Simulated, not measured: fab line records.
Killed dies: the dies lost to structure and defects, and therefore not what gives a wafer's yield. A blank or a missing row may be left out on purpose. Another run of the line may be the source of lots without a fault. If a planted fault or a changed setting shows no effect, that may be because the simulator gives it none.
fab line records	flow n5_finfet
[record] lots = 11	wafers = 33	last_day = 20
route steps=1938 shown BEOL_M13@1690 BEOL_M14@1716
lots that met no fault: taken from a fault-free run of the same line
start_h: start of the lot's first displayed wafer, in hours after the record's first day	wait_h: time in hours since the lot's previous step	" identical to the entry in the row above	L1.1+2: several wafers, shown together as one row	- no value, or no start given	* or withheld: withheld	< > ~ a bound
route shown NAME@n: a module of which the file shows steps, and the number in the route of the first	usual: mean and standard deviation over wafers with no fault	same: alike in all rows	chamber/n: place in a boat	sites: the reading at each site	_std_site: the standard deviation of these	_edge_site: inner sites' mean taken away from outer sites' mean	radius_mm: how far each site lies from the wafer's centre	mask NAME#n: copy n	behind: the last tool/chamber to shape the wafer	hold: why the lot was held/for how many hours/how that ended	device: the n, p or np transistor that did not switch	end of line: the route-end tests of the same wafers	step lacking rows: just its recipe	killed: not the wafer's yield, but the dies lost to structure and defects at the first sort	map: a wafer's dies, marking killed ones x, the rest . and places with no die _
set.NAME: the setting as run; set.NAME@STEP: as run at that earlier step	model.NAME: the simulator's own value behind a step, which no gauge read
one table for each step of the route and one row for each wafer, over a sample of lots
services: the hour from which a tool's chamber was out of use, counted from the record's first day as start_h (under 0 if before that day), plus the number of hours and why
[[steps]]
[step N5_BEOL_M13_OVL_MEAS_29]
[recipe] points_per_wafer = 44
[usual] M13_OVL = -1/4.9
lot.wafer	tool	chamber	start_h	wait_h	M13_OVL[nm]
L673.2	overlay-02	0	265.83	0.0	6
L673.4	"	0	"	"	7
L673.6	"	0	"	"	4
L675.3	overlay-02	0	266.50	0.0	-6
L675.4	"	0	"	"	0
L675.5	"	0	"	"	0
L677.1	overlay-02	0	286.02	0.0	-1
L677.4	"	0	"	"	-3
L677.5	"	0	"	"	-3
L680.2	overlay-01	0	315.73	0.0	2
L680.3	"	0	"	"	-4
L680.4	"	0	"	"	0
L681.3	overlay-02	0	322.79	0.0	-2
L681.5	"	0	"	"	4
L681.6	"	0	"	"	-9
L682.1	overlay-02	0	348.58	0.0	-3
L682.3	"	0	"	"	-9
L682.5	"	0	"	"	-3
L691.3	overlay-01	0	385.03	0.0	0
L691.4	"	0	"	"	-2
L691.5	"	0	"	"	-4
L692.1	overlay-02	0	398.06	0.0	3
L692.2	"	0	"	"	-2
L692.6	"	0	"	"	-1
L695.1	overlay-01	0	413.85	0.0	3
L695.2	"	0	"	"	-2
L695.4	"	0	"	"	-5
L694.2	overlay-02	0	416.53	0.0	-5
L694.3	"	0	"	"	1
L694.6	"	0	"	"	-5
L696.1	overlay-02	0	437.92	0.0	-3
L696.2	"	0	"	"	-6
L696.4	"	0	"	"	-8
[step N5_BEOL_M13_SPUTTER_44]
[recipe] material = Ta	target_thk_a = 100	temp_c = 50	bias_v = 80	power_w = 15000	chamber_pressure_pa = 0.07	time_s = 16.13
[usual] throttle_valve_pct = 29.7/0.71
lot.wafer	tool	chamber	start_h	wait_h	throttle_valve_pct
L673.2	pvd_sputter-03	-	267.99	0.0	31.0
L673.4	"	-	"	"	29.1
L673.6	"	-	"	"	29.2
L675.3	pvd_sputter-03	-	268.31	0.0	28.9
L675.4	"	-	"	"	29.6
L675.5	"	-	"	"	29.3
L677.1	pvd_sputter-02	-	288.90	0.0	29.7
L677.4	"	-	"	"	30.2
L677.5	"	-	"	"	29.7
L680.2	pvd_sputter-03	-	318.07	0.0	29.3
L680.3	"	-	"	"	29.7
L680.4	"	-	"	"	29.1
L681.3	pvd_sputter-03	-	326.89	0.0	29.6
L681.5	"	-	"	"	30.7
L681.6	"	-	"	"	29.6
L682.1	pvd_sputter-03	-	350.58	0.0	29.2
L682.3	"	-	"	"	29.4
L682.5	"	-	"	"	28.9
L691.3	pvd_sputter-01	-	388.37	0.0	30.0
L691.4	"	-	"	"	28.4
L691.5	"	-	"	"	29.9
L692.1	pvd_sputter-02	-	400.47	0.0	29.9
L692.2	"	-	"	"	29.6
L692.6	"	-	"	"	29.9
L695.1	pvd_sputter-02	-	417.76	0.0	28.9
L695.2	"	-	"	"	29.7
L695.4	"	-	"	"	29.8
L694.2	pvd_sputter-01	-	418.98	0.0	30.9
L694.3	"	-	"	"	30.0
L694.6	"	-	"	"	30.0
L696.1	pvd_sputter-03	-	441.69	0.0	29.4
L696.2	"	-	"	"	29.8
L696.4	"	-	"	"	29.5
[step N5_BEOL_M13_CMP_49]
[recipe] stop_on = SiOC	t_overpolish_s = 17.1	down_force_psi = 1	platen_rpm = 50	clearing_platen_down_force_psi = 1.5	clearing_platen_rpm = 50	post_cmp_clean = cu_alkaline	target_thk_nm = 420	clearing_platen_pad_velocity_m_s = 0.99484	pad_velocity_m_s = 0.99484
[usual] barrier_field_endpoint_s = 30.2/0.74	clearing_platen_down_force_psi = 1.500/0.0031	edge_zone_pressure_frac = 1.000/0.0047	motor_current_A = 6.0/0.48	slurry_flow_ml_min = 150.0/0.48
lot.wafer	tool	chamber	start_h	wait_h	barrier_field_endpoint_s	clearing_platen_down_force_psi	edge_zone_pressure_frac	motor_current_A	slurry_flow_ml_min
L673.2	cmp-04	1	268.74	0.3	31.6	1.499	1.011	5.6	149.7
L673.4	"	2	"	"	30.2	1.499	1.001	5.8	149.2
L673.6	"	3	"	"	29.6	1.492	1.000	5.8	150.1
L675.4	cmp-03	2	269.01	0.2	29.3	1.496	0.996	6.8	150.7
L675.3	"	3	"	"	30.0	1.506	1.006	6.1	150.1
L675.5	"	1	"	"	30.1	1.503	1.007	5.7	150.4
L677.1	cmp-02	0	289.56	0.3	28.9	1.499	0.999	6.5	150.1
L677.4	"	1	"	"	30.1	1.501	0.993	5.4	150.2
L677.5	"	1	"	"	29.5	1.502	0.996	5.5	150.0
L680.4	cmp-03	1	319.23	0.2	31.0	1.500	1.000	5.9	149.3
L680.2	"	2	"	"	30.2	1.501	0.994	6.1	149.8
L680.3	"	3	"	"	30.8	1.505	0.998	6.4	150.0
L681.3	cmp-04	1	328.97	0.2	30.7	1.500	0.990	5.5	150.2
L681.6	"	1	"	"	25.9	1.501	1.002	5.1	149.9
L681.5	"	2	"	"	25.5	1.504	1.001	5.6	150.6
L682.3	cmp-03	1	352.05	0.2	29.1	1.505	1.002	6.0	149.6
L682.1	"	2	"	"	29.4	1.501	1.003	6.4	149.5
L682.5	"	2	"	"	24.4	1.505	0.996	6.4	149.3
L691.3	cmp-03	3	389.02	0.2	28.6	1.500	1.000	6.3	150.7
L691.4	"	0	"	"	29.8	1.501	1.003	6.5	150.1
L691.5	"	0	"	"	30.0	1.506	1.004	6.6	150.2
L692.1	cmp-04	1	401.29	0.3	30.2	1.501	0.997	5.6	150.1
L692.2	"	0	"	"	29.5	1.499	1.001	4.8	149.5
L692.6	"	2	"	"	30.4	1.504	1.000	5.8	150.0
L695.1	cmp-03	0	418.42	0.3	31.1	1.507	0.999	6.6	149.6
L695.2	"	1	"	"	29.8	1.501	1.001	5.6	150.1
L695.4	"	2	"	"	29.4	1.500	0.999	6.1	149.8
L694.2	cmp-02	1	420.15	0.2	29.6	1.503	0.998	5.7	149.6
L694.3	"	2	"	"	30.8	1.503	1.005	6.3	150.4
L694.6	"	1	"	"	30.7	1.502	0.999	5.6	149.6
L696.1	cmp-03	0	442.72	0.3	31.2	1.503	1.004	6.4	150.0
L696.2	"	1	"	"	30.2	1.500	0.995	5.8	149.3
L696.4	"	3	"	"	31.0	1.498	1.002	6.4	149.7
[step N5_BEOL_M13_THK_MEAS_50]
[recipe] thk_meas_gauge = xrf	reads = Cu_of_BEOL_M13_ECD_47
[usual] M13_THK = 410/7.9
lot.wafer	tool	chamber	start_h	wait_h	M13_THK[nm]
L673.2	film_metro-02	-	268.96	-	419
L673.4	"	-	"	"	421
L673.6	"	-	"	"	419
L675.3	film_metro-02	-	269.27	-	410
L675.4	"	-	"	"	416
L675.5	"	-	"	"	415
L677.1	film_metro-02	-	289.86	-	418
L677.4	"	-	"	"	419
L677.5	"	-	"	"	414
L680.2	film_metro-01	-	319.49	-	412
L680.3	"	-	"	"	398
L680.4	"	-	"	"	399
L681.3	film_metro-01	-	329.26	-	410
L681.5	"	-	"	"	418
L681.6	"	-	"	"	417
L682.1	film_metro-01	-	352.35	-	406
L682.3	"	-	"	"	407
L682.5	"	-	"	"	413
L691.3	film_metro-02	-	389.32	-	402
L691.4	"	-	"	"	423
L691.5	"	-	"	"	404
L692.1	film_metro-01	-	401.59	-	398
L692.2	"	-	"	"	412
L692.6	"	-	"	"	402
L695.1	film_metro-02	-	418.71	-	418
L695.2	"	-	"	"	416
L695.4	"	-	"	"	421
L694.2	film_metro-01	-	420.44	-	404
L694.3	"	-	"	"	400
L694.6	"	-	"	"	411
L696.1	film_metro-02	-	443.01	-	425
L696.2	"	-	"	"	413
L696.4	"	-	"	"	407
[step N5_BEOL_M14_ILD_DEP_00]
[recipe] material = SiO2	target_thk_a = 11193	temp_c = 400	precursor = TEOS/O2	pressure_torr = 6.5	rf_w = 900	teos_flow_sccm = 161.4	gas = O2	flow_sccm = 2650	time_s = 237.4
[usual] heater_power_w = 611/98	showerhead_plenum_p_Torr = 8.33/0.037	throttle_valve_pct = 19.0/1.1
lot.wafer	tool	chamber	start_h	wait_h	heater_power_w	showerhead_plenum_p_Torr	throttle_valve_pct
L673.2	pecvd-01	1	269.15	0.0	583	8.34	19.1
L673.4	"	0	"	"	571	8.32	19.4
L673.6	"	1	"	"	611	8.32	19.1
L675.3	pecvd-01	0	269.46	0.0	738	8.30	19.5
L675.4	"	2	"	"	647	8.38	17.8
L675.5	"	1	"	"	604	8.34	19.0
L677.1	pecvd-02	2	290.05	0.0	522	8.32	17.2
L677.4	"	2	"	"	611	8.30	17.3
L677.5	"	0	"	"	565	8.43	20.0
L680.2	pecvd-01	0	319.68	0.0	716	8.30	19.7
L680.3	"	1	"	"	623	8.32	19.2
L680.4	"	0	"	"	548	8.29	19.5
L681.3	pecvd-02	0	329.45	0.0	638	8.39	19.7
L681.5	"	1	"	"	412	8.33	19.0
L681.6	"	0	"	"	715	8.39	20.0
L682.1	pecvd-02	0	352.54	0.0	715	8.42	20.1
L682.3	"	1	"	"	440	8.34	18.8
L682.5	"	0	"	"	565	8.38	20.1
L691.3	pecvd-01	1	389.51	0.0	608	8.29	18.9
L691.4	"	2	"	"	660	8.38	17.7
L691.5	"	1	"	"	499	8.34	19.1
L692.1	pecvd-04	0	401.78	0.0	472	8.35	19.2
L692.2	"	2	"	"	806	8.27	17.9
L692.6	"	0	"	"	543	8.34	19.1
L695.1	pecvd-02	0	418.91	0.0	685	8.39	20.1
L695.2	"	1	"	"	505	8.30	17.2
L695.4	"	2	"	"	651	8.33	17.4
L694.2	pecvd-04	1	420.63	0.0	516	8.33	20.7
L694.3	"	2	"	"	798	8.27	18.0
L694.6	"	0	"	"	562	8.33	19.1
L696.1	pecvd-04	2	443.21	0.0	732	8.28	18.3
L696.2	"	0	"	"	465	8.32	19.4
L696.4	"	0	"	"	551	8.33	19.3
[[services]]
tool	chamber	start_h	hours	kind
cmp-03	-	257.10	0.3	repair
pecvd-04	-	288.42	33.3	repair
cmp-02	-	293.20	6.2	repair
pecvd-02	-	297.46	0.3	repair
cmp-02	-	315.41	6.9	repair
pecvd-04	-	328.99	0.3	repair
cmp-03	-	340.37	1.7	repair
pecvd-04	0	344.54	23.9	repair
pvd_sputter-01	-	344.74	1.6	repair
cmp-04	-	350.63	4.0	pm
pvd_sputter-02	-	351.20	11.7	repair
cmp-04	-	364.37	3.9	pm
pecvd-02	-	369.11	3.9	repair
cmp-02	-	373.95	0.8	repair
pvd_sputter-03	-	378.22	3.7	repair
pecvd-04	-	382.97	0.7	repair
pecvd-02	-	388.53	28.1	pm
pvd_sputter-03	-	421.46	2.4	repair
cmp-03	-	424.46	4.8	repair
pvd_sputter-01	-	425.15	1.2	repair
pecvd-02	-	431.15	0.9	repair
cmp-03	-	431.61	0.5	repair
cmp-04	-	433.75	4.8	repair
cmp-03	-	439.86	0.9	repair
[[key]]
[first_sign] step = N5_BEOL_M13_CMP_49	reading = barrier_field_endpoint_s	direction = down	sigmas = 6.6	usual = 30.2	struck = 25.3
effect none on later readings
met_at N5_BEOL_M13_SPUTTER_44
struck_lots L681,L682
struck_wafers L681.5,L681.6,L682.5
not_acting_at N5_BEOL_M13_OVL_MEAS_29,N5_BEOL_M13_THK_MEAS_50,N5_BEOL_M14_ILD_DEP_00
onset_between 318.07 326.89
[fault] kind = process_parameter_drift	tool = pvd_sputter-03	chamber = -	onset_h = 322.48	steps = N5_BEOL_M13_SPUTTER_44	channel = time_s	offset = *	shape = step	end_h = 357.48	scope = struck_wafers_only	acts_in = *	stated = *
